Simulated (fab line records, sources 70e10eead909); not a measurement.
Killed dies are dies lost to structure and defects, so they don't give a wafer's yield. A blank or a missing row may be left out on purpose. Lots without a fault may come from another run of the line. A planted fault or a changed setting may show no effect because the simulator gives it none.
Chamber matching | flow nand_harc | NHARC_P_BONDPAD_DESCUM_11 on rie_diel-06: 4 sister chambers
The step chemistry O2, time 3 s. 4 wafers are shown with their chamber, then 7 later ones without.

WAFERS WITH THEIR CHAMBER
wafer  | chamber | drypump_motor_current_A (A)
L341.4 | 2       | 5.0
L345.2 | 3       | 6.0
L355.1 | 0       | 5.8
L355.4 | 1       | 6.0

WAFERS WITHOUT THEIR CHAMBER
wafer  | drypump_motor_current_A (A)
L355.5 | 6.1
L358.2 | 5.0
L358.3 | 5.8
L358.6 | 5.8
L363.3 | 6.0
L363.4 | 6.0
L363.6 | 5.1

WHICH CHAMBER EACH WENT THROUGH
wafer  | from the rows above     | in truth
L355.5 | can't be placed: 1 or 3 | 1
L358.2 | 2                       | 2
L358.3 | 0                       | 0
L358.6 | 0                       | 0
L363.3 | can't be placed: 1 or 3 | 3
L363.4 | can't be placed: 1 or 3 | 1
L363.6 | 2                       | 2
Placed correctly: 4 of 7. Can't be placed from these rows: 3 (the true chamber is among the candidates in 3). Placed wrongly: 0.
How it was worked out, from the rows above alone: a wafer's distance from a chamber is the root of the sum, over the readings, of the square of ((its reading less the chamber's mean) divided by the reading's scatter). The wafer belongs to the nearest chamber; if the next one is less than 2 further off, it can't be placed. A chamber's mean is the mean of its shown wafers. The scatter: with one shown wafer a chamber, the root of the mean of the squares of how far each hidden wafer lies from its nearest shown one.
